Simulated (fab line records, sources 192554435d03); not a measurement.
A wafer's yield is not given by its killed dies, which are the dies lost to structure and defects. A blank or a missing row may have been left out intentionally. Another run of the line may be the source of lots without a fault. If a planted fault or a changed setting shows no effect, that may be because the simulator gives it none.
Chamber matching    flow n5 finfet    N5_BEOL_M5_ETCH_75 on rie diel-06 has 4 sister chambers
The step etches underlayer in N2/H2, target depth 6.5 nm, time 5.2 s. 8 wafers are shown with their chamber, then 9 later ones without.

## WAFERS, EACH WITH ITS CHAMBER
wafer   chamber  drypump motor current A (A)  throttle valve pct (%)
L075.4  1        5.8                          18.02
L078.4  0        5.4                          17.70
L082.2  3        5.7                          18.15
L082.3  2        6.1                          18.05
L082.6  3        5.7                          18.14
L088.2  2        6.1                          18.05
L088.3  1        5.8                          18.02
L088.6  0        5.3                          17.74

## WAFERS WITH NO CHAMBER GIVEN
wafer   drypump motor current A (A)  throttle valve pct (%)
L094.1  5.7                          17.70
L094.5  5.7                          17.69
L094.6  5.4                          17.77
L095.3  5.4                          17.78
L095.4  5.4                          17.77
L095.5  6.1                          18.12
L093.1  6.2                          18.08
L093.4  5.7                          17.67
L093.6  5.4                          17.78

## CHAMBER TAKEN BY EACH
wafer    from the rows above   in truth
L094.1   0                     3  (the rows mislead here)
L094.5   0                     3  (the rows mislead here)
L094.6   0                     0
L095.3   0                     0
L095.4   0                     0
L095.5   2                     2
L093.1   2                     2
L093.4   0                     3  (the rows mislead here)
L093.6   0                     0
Correct placement for 6 of the 9. From these rows, 0 cannot be placed. Wrongly placed: 3.
How it was worked out, from the rows above alone: a wafer's distance from a chamber is the root of the sum, over the readings, of the square of ((its reading less the chamber's mean) divided by the reading's scatter). The wafer belongs to the nearest chamber; if the next one is less than 2 further off, it can't be placed. Each chamber's mean is taken over the wafers shown for it. The scatter: take each reading less its chamber's mean, square it, sum over the shown wafers, divide by the number of wafers less the number of chambers, and take the root.
